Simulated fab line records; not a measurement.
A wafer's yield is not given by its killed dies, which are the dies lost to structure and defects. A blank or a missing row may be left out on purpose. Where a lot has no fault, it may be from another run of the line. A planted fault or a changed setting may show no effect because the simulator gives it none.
fab line records + flow nandHarc
record
- lots=13
- wafers=39
- lastDay=34
route steps=1302 shown A_M0@1168 A_M1@1187 END@1302
lots that met no fault: from a run of the same line without faults
startH: the number of hours between the record's first day and the start of the first shown wafer of the lot + waitH: hours since the lot's step before + " as in the row above + L1.1+2: one row covering several wafers at once + - no value present, or no start provided + * or withheld: withheld + < > ~ a bound
route shown NAME@n: NAME is a module with steps in the file, n the number in the route of the first one + usual: mean/standard deviation taken from wafers without a fault + same: alike in all rows + chamber/n: place in a boat + sites: each site's reading + _std_site: how widely they spread, as a standard deviation + _edge_site: outer sites' mean less inner sites' + radiusMm: how far each site lies from the wafer's centre + mask NAME#n: copy n + behind: the last tool/chamber to shape the wafer + hold: why the lot went on hold/how many hours it stayed there/how the hold came to an end + device: names the non-switching transistor (n, p or np) + end of line: the tests these same wafers got at the end of their route + a step given without rows: its recipe and nothing more + killed: dies that structure and defects cost at the first sort, which is not the same as the wafer's yield + map: dies across one wafer; x = killed, . = not, _ = none there
set.NAME: the setting as run; set.NAME@STEP: as run at that earlier step + model.NAME: the simulator's own value behind a step, which no gauge read
route steps across a sampled set of lots; one table per step, one row per wafer
services: the hour from which a tool's chamber was out of use, counted from the record's first day as startH (under 0 if before that day), plus the number of hours and why
## steps
# step NHARC_A_M0_DEP_32
# recipe
- targetThkA=300
- tempC=370
- targetThkNm=30
- pressureTorr=3
- flowSccm=200
- rfW=450
- material=SiCN
# usual
- heaterPowerW=597/47
| lot.wafer | tool     | chamber | startH | waitH | heaterPowerW |
|-----------|----------|---------|--------|-------|--------------|
| L443.4    | pecvd-02 | 1       | 552.28 | 0.2   | 597          |
| L443.5    | "        | 2       | "      | "     | 571          |
| L443.6    | "        | 0       | "      | "     | 507          |
| L442.2    | pecvd-01 | 0       | 553.99 | 0.1   | 546          |
| L442.3    | "        | 1       | "      | "     | 645          |
| L442.4    | "        | 0       | "      | "     | 550          |
| L445.3    | pecvd-01 | 1       | 578.31 | 0.1   | 634          |
| L445.1    | "        | 0       | "      | "     | 558          |
| L445.4    | "        | 1       | "      | "     | 652          |
| L447.3    | pecvd-03 | 1       | 598.82 | 0.1   | 646          |
| L447.2    | "        | 2       | "      | "     | 635          |
| L447.5    | "        | 2       | "      | "     | 624          |
| L449.2    | pecvd-02 | 1       | 611.16 | 0.1   | 639          |
| L449.4    | "        | 2       | "      | "     | 505          |
| L449.5    | "        | 0       | "      | "     | 539          |
| L448.1    | pecvd-03 | 0       | 616.84 | 0.1   | 485          |
| L448.2    | "        | 1       | "      | "     | 587          |
| L448.5    | "        | 0       | "      | "     | 509          |
| L450.2    | pecvd-01 | 0       | 637.42 | 0.1   | 667          |
| L450.6    | "        | 0       | "      | "     | 681          |
| L450.4    | "        | 1       | "      | "     | 652          |
| L457.3    | pecvd-01 | 1       | 691.31 | 0.1   | 575          |
| L457.4    | "        | 0       | "      | "     | 624          |
| L457.6    | "        | 1       | "      | "     | 563          |
| L458.5    | pecvd-02 | 2       | 725.03 | 0.2   | 575          |
| L458.6    | "        | 0       | "      | "     | 570          |
| L458.4    | "        | 1       | "      | "     | 578          |
| L463.2    | pecvd-01 | 0       | 760.20 | 0.1   | 596          |
| L463.1    | "        | 2       | "      | "     | 547          |
| L463.5    | "        | 1       | "      | "     | 556          |
| L461.2    | pecvd-02 | 2       | 761.72 | 0.1   | 606          |
| L461.6    | "        | 1       | "      | "     | 622          |
| L461.5    | "        | 2       | "      | "     | 610          |
| L460.1    | pecvd-01 | 1       | 764.95 | 0.1   | 582          |
| L460.2    | "        | 2       | "      | "     | 597          |
| L460.4    | "        | 0       | "      | "     | 607          |
| L462.3    | pecvd-03 | 0       | 768.36 | 0.1   | 609          |
| L462.2    | "        | 1       | "      | "     | 633          |
| L462.5    | "        | 2       | "      | "     | 532          |
# step NHARC_A_M1_ETCH_28
# recipe
- targetDepthA=300
- overEtchFrac=0.3
- timeS=72.99
- ionEnergyEv=150
- cf4FlowSccm=50
- n2FlowSccm=100
- arFlowSccm=150
- rfW=300
- biasW=100
- chemistry=CF4/N2
# usual
- chamberPressureMTorr=29.997/0.029
- drypumpMotorCurrentA=5.6/0.48
- oesProductAu=0.999/0.0067
- rfVppV=314.3/1.9
- showerheadPlenumPTorr=2.64/0.11
- throttleValvePct=19.793/0.0094
| lot.wafer | tool       | chamber | startH | waitH | chamberPressureMTorr | drypumpMotorCurrentA | oesProductAu | rfHoursCounterH | rfVppV | showerheadPlenumPTorr | throttleValvePct |
|-----------|------------|---------|--------|-------|----------------------|----------------------|--------------|-----------------|--------|-----------------------|------------------|
| L443.4    | rieDiel-05 | 3       | -      | -     | 29.957               | 6.4                  | 0.994        | 4.5             | 315.3  | 2.70                  | 19.793           |
| L443.6    | "          | 1       | "      | "     | 30.040               | 5.5                  | 0.996        | -               | 315.3  | 2.72                  | 19.795           |
| L443.5    | "          | 2       | "      | "     | 29.951               | 5.2                  | 0.995        | -               | 315.2  | 2.74                  | 19.789           |
| L442.3    | rieDiel-05 | 0       | -      | -     | 29.987               | 5.2                  | 1.008        | 4.2             | 313.2  | 2.48                  | 19.781           |
| L442.4    | "          | 2       | "      | "     | 30.008               | 5.2                  | 1.007        | 4.7             | 316.4  | 2.74                  | 19.794           |
| L442.2    | "          | 3       | "      | "     | 29.991               | 6.4                  | 1.007        | 4.6             | 315.8  | 2.70                  | 19.785           |
| L445.4    | rieDiel-12 | 2       | 580.31 | -     | 29.980               | 5.7                  | 1.004        | 6.5             | 315.7  | 2.67                  | 19.803           |
| L445.3    | "          | 3       | "      | "     | 30.007               | 6.2                  | 1.005        | 5.7             | 311.4  | 2.50                  | 19.790           |
| L445.1    | "          | 0       | "      | "     | 29.986               | 5.0                  | 1.009        | 7.3             | 311.4  | 2.48                  | 19.792           |
| L447.2    | rieDiel-05 | 2       | -      | -     | 29.993               | 5.2                  | 0.999        | 0.4             | 315.7  | 2.74                  | 19.815           |
| L447.3    | "          | 0       | "      | "     | 29.988               | 5.2                  | 0.999        | 0.4             | 311.5  | 2.48                  | 19.781           |
| L447.5    | "          | 2       | "      | "     | 29.979               | 5.3                  | 0.996        | -               | 317.1  | 2.74                  | 19.801           |
| L449.2    | rieDiel-05 | 1       | -      | -     | 29.989               | 5.4                  | 0.988        | 1.3             | 315.8  | 2.72                  | 19.789           |
| L449.4    | "          | 2       | "      | "     | 29.992               | 5.2                  | 0.996        | -               | 316.5  | 2.74                  | 19.782           |
| L449.5    | "          | 3       | "      | "     | 29.966               | 6.4                  | 0.993        | -               | 313.7  | 2.70                  | 19.784           |
| L448.2    | rieDiel-10 | 1       | -      | -     | 30.018               | 5.8                  | 1.002        | 0.4             | 315.7  | 2.68                  | 19.779           |
| L448.1    | "          | 3       | "      | "     | 30.033               | 6.2                  | 0.992        | 0.4             | 315.3  | 2.75                  | 19.786           |
| L448.5    | "          | 0       | "      | "     | 29.974               | 5.6                  | 1.002        | -               | 313.5  | 2.64                  | 19.800           |
| L450.4    | rieDiel-12 | 2       | -      | -     | 30.017               | 5.7                  | 0.996        | 0.1             | 315.3  | 2.67                  | 19.784           |
| L450.2    | "          | 3       | "      | "     | 30.059               | 6.2                  | 1.007        | 0.1             | 312.6  | 2.50                  | 19.794           |
| L450.6    | "          | 2       | "      | "     | 30.008               | 5.7                  | 1.010        | -               | 316.3  | 2.67                  | 19.785           |
| L457.3    | rieDiel-10 | 1       | -      | -     | 29.952               | 5.8                  | 1.000        | 4.2             | 314.6  | 2.68                  | 19.793           |
| L457.4    | "          | 2       | "      | "     | 30.048               | 4.9                  | 0.997        | 4.3             | 311.7  | 2.49                  | 19.797           |
| L457.6    | "          | 1       | "      | "     | 30.019               | 5.8                  | 0.994        | -               | 316.0  | 2.68                  | 19.806           |
| L458.4    | rieDiel-10 | 0       | -      | -     | 29.996               | 5.7                  | 1.003        | 5.7             | 314.4  | 2.64                  | 19.799           |
| L458.5    | "          | 0       | "      | "     | 30.025               | 5.7                  | 1.009        | -               | 315.2  | 2.64                  | 19.797           |
| L458.6    | "          | 1       | "      | "     | 30.013               | 5.8                  | 1.002        | -               | 314.7  | 2.68                  | 19.765           |
| L463.2    | rieDiel-12 | 2       | -      | -     | 29.982               | 5.8                  | 1.009        | 8.3             | 314.6  | 2.66                  | 19.791           |
| L463.1    | "          | 3       | "      | "     | 30.061               | 6.2                  | 1.004        | 7.5             | 312.4  | 2.50                  | 19.782           |
| L463.5    | "          | 0       | "      | "     | 29.969               | 5.0                  | 1.011        | -               | 311.6  | 2.47                  | 19.793           |
| L461.2    | rieDiel-12 | 3       | -      | -     | 29.975               | 6.2                  | 1.005        | 7.8             | 312.2  | 2.50                  | 19.789           |
| L461.6    | "          | 0       | "      | "     | 29.996               | 5.1                  | 0.993        | -               | 311.5  | 2.47                  | 19.790           |
| L461.5    | "          | 1       | "      | "     | 29.970               | 4.9                  | 0.989        | -               | 315.7  | 2.72                  | 19.790           |
| L460.1    | rieDiel-12 | 1       | -      | -     | 29.961               | 4.9                  | 0.991        | 5.4             | 315.0  | 2.72                  | 19.785           |
| L460.4    | "          | 2       | "      | "     | 29.974               | 5.7                  | 1.008        | 9.0             | 314.4  | 2.66                  | 19.780           |
| L460.2    | "          | 3       | "      | "     | 30.002               | 6.2                  | 1.000        | 8.0             | 312.1  | 2.50                  | 19.779           |
| L462.3    | rieDiel-12 | 1       | -      | -     | 30.024               | 4.9                  | 1.000        | 5.8             | 316.5  | 2.72                  | 19.815           |
| L462.2    | "          | 2       | "      | "     | 29.991               | 5.8                  | 1.003        | 9.6             | 315.7  | 2.66                  | 19.818           |
| L462.5    | "          | 0       | "      | "     | 30.007               | 5.0                  | 0.992        | -               | 311.6  | 2.47                  | 19.794           |
# step NHARC_A_M1_PVD_21
# recipe
- targetThkA=300
- chamberPressurePa=5
- powerW=5000
- substrateTempC=30
- timeS=20.49
- material=Cu
# usual
- cathodeDcPowerW=5000.1/0.86
- chamberPressurePa=5.002/0.0091
- throttleValvePct=29.8/0.95
| lot.wafer | tool          | chamber | startH | waitH | cathodeDcPowerW | chamberPressurePa | throttleValvePct |
|-----------|---------------|---------|--------|-------|-----------------|-------------------|------------------|
| L443.4    | pvdSputter-01 | -       | 554.85 | -     | 5000.9          | 4.998             | 29.5             |
| L443.5    | "             | -       | "      | "     | 5000.0          | 4.999             | 30.1             |
| L443.6    | "             | -       | "      | "     | 5000.4          | 5.004             | 28.2             |
| L442.3    | pvdSputter-01 | -       | 556.93 | -     | 5000.0          | 5.007             | 29.2             |
| L442.4    | "             | -       | "      | "     | 4999.7          | 4.996             | 30.5             |
| L442.2    | "             | -       | "      | "     | 4999.7          | 5.018             | 29.2             |
| L445.3    | pvdSputter-02 | -       | 580.93 | -     | 5000.3          | 4.997             | 29.5             |
| L445.4    | "             | -       | "      | "     | 5000.5          | 5.016             | 31.1             |
| L445.1    | "             | -       | "      | "     | 5000.0          | 4.989             | 29.9             |
| L447.3    | pvdSputter-02 | -       | 601.38 | -     | 5000.5          | 5.003             | 29.8             |
| L447.2    | "             | -       | "      | "     | 4998.8          | 5.009             | 31.1             |
| L447.5    | "             | -       | "      | "     | 4999.9          | 5.001             | 29.6             |
| L449.2    | pvdSputter-03 | -       | 613.91 | -     | -               | -                 | -                |
| L449.4    | "             | -       | "      | "     | -               | -                 | -                |
| L449.5    | "             | -       | "      | "     | -               | -                 | -                |
| L448.1    | pvdSputter-01 | -       | 619.48 | -     | -               | -                 | -                |
| L448.2    | "             | -       | "      | "     | -               | -                 | -                |
| L448.5    | "             | -       | "      | "     | -               | -                 | -                |
| L450.2    | pvdSputter-01 | -       | 639.96 | -     | 5001.1          | 5.019             | 29.7             |
| L450.4    | "             | -       | "      | "     | 5002.2          | 4.995             | 28.1             |
| L450.6    | "             | -       | "      | "     | 5000.2          | 4.995             | 28.9             |
| L457.3    | pvdSputter-01 | -       | 693.96 | -     | 4999.3          | 5.008             | 29.4             |
| L457.4    | "             | -       | "      | "     | 4999.6          | 5.003             | 31.3             |
| L457.6    | "             | -       | "      | "     | 5000.1          | 4.990             | 28.8             |
| L458.4    | pvdSputter-01 | -       | 727.43 | -     | 5000.7          | 4.998             | 31.5             |
| L458.6    | "             | -       | "      | "     | 4998.8          | 5.002             | 28.7             |
| L458.5    | "             | -       | "      | "     | 5000.1          | 4.994             | 31.3             |
| L463.1    | pvdSputter-03 | -       | 762.79 | -     | 5001.1          | 5.002             | 29.0             |
| L463.2    | "             | -       | "      | "     | 4999.8          | 4.992             | 28.6             |
| L463.5    | "             | -       | "      | "     | 5000.2          | 5.013             | 31.0             |
| L461.2    | pvdSputter-02 | -       | 764.35 | -     | 4998.8          | 5.005             | 30.9             |
| L461.6    | "             | -       | "      | "     | 5001.5          | 5.007             | 30.0             |
| L461.5    | "             | -       | "      | "     | 4999.8          | 5.000             | 30.1             |
| L460.2    | pvdSputter-02 | -       | 767.68 | -     | 4999.5          | 5.008             | 30.0             |
| L460.1    | "             | -       | "      | "     | 4998.6          | 4.991             | 30.1             |
| L460.4    | "             | -       | "      | "     | 4999.7          | 4.980             | 30.7             |
| L462.3    | pvdSputter-03 | -       | 770.89 | -     | 4998.2          | 5.001             | 29.1             |
| L462.2    | "             | -       | "      | "     | 5000.4          | 5.010             | 28.7             |
| L462.5    | "             | -       | "      | "     | 4999.3          | 5.010             | 30.7             |
# step NHARC_A_M1_ANNEAL_31
# recipe
- tempC=225
- timeS=90
# usual
- wafer_temp_C_max=225.82/0.29
| lot.wafer | tool         | chamber | startH | waitH | wafer_temp_C_max |
|-----------|--------------|---------|--------|-------|------------------|
| L443.4    | rtpAnneal-02 | 0       | 555.50 | 0.4   | 225.32           |
| L443.5    | "            | 0       | "      | "     | 225.67           |
| L443.6    | "            | 0       | "      | "     | 225.86           |
| L442.2    | rtpAnneal-02 | 0       | 557.58 | -     | 225.74           |
| L442.3    | "            | 0       | "      | "     | 225.51           |
| L442.4    | "            | 0       | "      | "     | 225.86           |
| L445.1    | rtpAnneal-02 | 0       | 581.44 | -     | 225.70           |
| L445.3    | "            | 0       | "      | "     | 225.63           |
| L445.4    | "            | 0       | "      | "     | 225.86           |
| L447.2    | rtpAnneal-02 | 0       | 601.95 | -     | 225.38           |
| L447.3    | "            | 0       | "      | "     | 225.56           |
| L447.5    | "            | 0       | "      | "     | 225.49           |
| L449.2    | rtpAnneal-01 | 0       | 614.47 | 0.3   | 225.93           |
| L449.4    | "            | 0       | "      | "     | 226.03           |
| L449.5    | "            | 0       | "      | "     | 226.00           |
| L448.1    | rtpAnneal-02 | 0       | 619.99 | 0.3   | 225.64           |
| L448.2    | "            | 0       | "      | "     | 225.66           |
| L448.5    | "            | 0       | "      | "     | 225.45           |
| L450.2    | rtpAnneal-01 | 0       | 640.53 | 0.4   | 226.02           |
| L450.4    | "            | 0       | "      | "     | 226.00           |
| L450.6    | "            | 0       | "      | "     | 226.57           |
| L457.3    | rtpAnneal-01 | 0       | 694.69 | -     | 226.09           |
| L457.4    | "            | 0       | "      | "     | 226.06           |
| L457.6    | "            | 0       | "      | "     | 225.99           |
| L458.4    | rtpAnneal-02 | 0       | 728.08 | -     | 225.32           |
| L458.5    | "            | 0       | "      | "     | 225.42           |
| L458.6    | "            | 0       | "      | "     | 225.47           |
| L463.1    | rtpAnneal-02 | 0       | 763.28 | -     | 225.75           |
| L463.2    | "            | 0       | "      | "     | 225.88           |
| L463.5    | "            | 0       | "      | "     | 225.79           |
| L461.2    | rtpAnneal-01 | 0       | 764.88 | 0.4   | 225.88           |
| L461.5    | "            | 0       | "      | "     | 225.73           |
| L461.6    | "            | 0       | "      | "     | 226.02           |
| L460.1    | rtpAnneal-02 | 0       | 768.27 | 0.4   | 225.29           |
| L460.2    | "            | 0       | "      | "     | 225.65           |
| L460.4    | "            | 0       | "      | "     | 225.24           |
| L462.2    | rtpAnneal-01 | 0       | 771.43 | -     | 226.15           |
| L462.3    | "            | 0       | "      | "     | 225.86           |
| L462.5    | "            | 0       | "      | "     | 226.13           |
# step NHARC_END_SORT_01
# recipe
- tempC=25
# usual
- defectLimitedYield=90.7/3
- killedAtArray=58/20
- killedAtOther=0.9/1.4
- killedAtPeriphery=4/3.1
- killedDies=63/20
- killedOpen=3.3/1.8
- killedShort=2.4/1.5
# same
- grossDies=677
| lot.wafer | tool      | chamber | startH | waitH | defectLimitedYield[%] | killedAtArray | killedAtOther | killedAtPeriphery | killedDies | killedOpen | killedShort |
|-----------|-----------|---------|--------|-------|-----------------------|---------------|---------------|-------------------|------------|------------|-------------|
| L448.1    | prober-02 | 0       | 657.02 | 2.5   | 0                     | 674           | 3             | 0                 | 677        | 2          | 4           |
| L448.2    | prober-02 | 0       | 657.82 | 2.8   | 0                     | 673           | 3             | 1                 | 677        | 4          | 2           |
| L448.5    | prober-02 | 0       | 660.21 | 3.7   | 0                     | 674           | 1             | 2                 | 677        | 3          | 3           |
| L457.3    | prober-02 | 0       | 732.15 | 3.1   | 88.9                  | 67            | 1             | 7                 | 75         | 4          | 4           |
| L457.4    | prober-02 | 0       | 732.97 | 3.5   | 89.5                  | 67            | 1             | 3                 | 71         | 1          | 2           |
| L457.6    | prober-02 | 0       | 734.60 | 4.1   | 92.2                  | 47            | 0             | 6                 | 53         | 4          | 3           |
# killed by level:class
L448.1 A_M1:areaPvd=641 A_CHANNEL_HOLE_D2:chamberFilmFlake=9 A_CHANNEL_HOLE_D1:chamberFilmFlake=4 A_CONTACT:chamberFilmFlake=4 THIN_TSV:chamberFilmFlake=3 A_CHANNEL_FILL_D1:chamberFilmFlake=2 A_STAIRCASE:chamberFilmFlake=2 A_WL_FILL:chamberFilmFlake=2
L448.2 A_M1:areaPvd=645 A_CHANNEL_HOLE_D2:chamberFilmFlake=12 A_CHANNEL_HOLE_D1:chamberFilmFlake=4 A_CHANNEL_FILL_D1:chamberFilmFlake=3 THIN_TSV:chamberFilmFlake=2 A_CHANNEL_HOLE_D1:geometricParticle:short=1 A_CHANNEL_FILL_D1:geometricParticle:open=1 A_ONON_D2:geometricParticle:open=1
L448.5 A_M1:areaPvd=642 A_CHANNEL_HOLE_D2:chamberFilmFlake=10 A_CHANNEL_HOLE_D1:chamberFilmFlake=6 A_CHANNEL_FILL_D2:chamberFilmFlake=4 A_WL_FILL:chamberFilmFlake=3 A_DECK1_JOINT:geometricParticle:short=2 A_STAIRCASE:chamberFilmFlake=2 P_CONTACT:geometricParticle:short=1
L457.3 A_SLIT:chamberFilmFlake=22 A_CHANNEL_HOLE_D2:chamberFilmFlake=18 A_CHANNEL_HOLE_D1:chamberFilmFlake=7 P_GATE:chamberFilmFlake=4 A_CONTACT:chamberFilmFlake=4 A_BLC:chamberFilmFlake=3 A_CHANNEL_FILL_D2:geometricParticle:open=2 A_M1:geometricParticle:short=2
L457.4 A_SLIT:chamberFilmFlake=31 A_CHANNEL_HOLE_D2:chamberFilmFlake=16 A_CONTACT:chamberFilmFlake=5 A_CHANNEL_HOLE_D1:chamberFilmFlake=4 A_BLC:chamberFilmFlake=3 P_GATE:chamberFilmFlake=2 A_STAIRCASE:chamberFilmFlake=2 P_M0:geometricParticle:open=1
L457.6 A_SLIT:chamberFilmFlake=16 A_CHANNEL_HOLE_D2:chamberFilmFlake=6 A_CHANNEL_HOLE_D1:chamberFilmFlake=5 A_CONTACT:chamberFilmFlake=5 A_STAIRCASE:chamberFilmFlake=3 A_ONON_D1:geometricParticle:open=2 A_CHANNEL_FILL_D2:chamberFilmFlake=2 P_GATE:chamberFilmFlake=2
## services
| tool          | chamber | startH | hours | kind   |
|---------------|---------|--------|-------|--------|
| rieDiel-05    | 3       | 538.86 | 5.4   | repair |
| pecvd-03      | -       | 547.08 | 13.0  | pm     |
| pvdSputter-03 | -       | 552.72 | 10.0  | pm     |
| pvdSputter-02 | -       | 555.69 | 6.9   | repair |
| rieDiel-05    | 3       | 568.96 | 15.0  | repair |
| pvdSputter-01 | -       | 583.37 | 10.0  | pm     |
| rieDiel-05    | -       | 583.60 | 9.0   | pm     |
| pecvd-02      | -       | 589.66 | 13.0  | pm     |
| pvdSputter-02 | -       | 597.37 | 1.4   | repair |
| rieDiel-05    | 0       | 604.83 | 9.0   | repair |
| pecvd-02      | -       | 605.25 | 0.8   | repair |
| rieDiel-05    | -       | 607.44 | 1.5   | repair |
| rieDiel-12    | -       | 622.40 | 9.0   | pm     |
| pvdSputter-02 | -       | 638.00 | 10.0  | pm     |
| pvdSputter-02 | -       | 658.37 | 5.7   | repair |
| pecvd-01      | -       | 673.93 | 13.0  | pm     |
| rieDiel-05    | -       | 716.48 | 0.6   | repair |
| rieDiel-12    | 1       | 723.05 | 32.1  | repair |
| pvdSputter-02 | -       | 724.06 | 2.2   | repair |
| rtpAnneal-02  | -       | 744.00 | 12.0  | pm     |
| rieDiel-05    | -       | 760.60 | 9.0   | pm     |
| pvdSputter-01 | -       | 761.37 | 10.0  | pm     |
| pvdSputter-02 | -       | 768.20 | 2.4   | repair |
| pecvd-02      | -       | 770.66 | 13.0  | pm     |
## key
firstSign
- step=NHARC_A_M1_PVD_21
- reading=toolRecord
- direction=missing
effect
- step=NHARC_END_SORT_01
- reading=killedAtArray
- direction=up
- sigmas=32
- usual=58
- struck=674
moreKillsBornAt
- NHARC_A_M1_PVD_21@pvdSputter-01=1928
metAt NHARC_A_M1_PVD_21
struckLots L448,L449
laterRowsLeftOut L448.1,L448.2,L448.5,L449.2,L449.4,L449.5
sortLeftOut L449.2,L449.4,L449.5
notActingAt NHARC_A_M0_DEP_32,NHARC_A_M1_ETCH_28,NHARC_A_M1_ANNEAL_31
onsetBetween 556.93 613.91
fault
- kind=skippedStepWhole
- tool=pvdSputter-01,pvdSputter-03
- chamber=-
- onsetH=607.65
- steps=NHARC_A_M1_PVD_21
- scope=struckLotsOnly
# sortLeftOut: the simulated sort isn't trusted on such a fault, so these wafers' sort isn't shown, and their yield isn't known
# laterRowsLeftOut: the simulator's readings of these wafers behind a module that went badly wrong aren't trusted and aren't shown, but for the sort
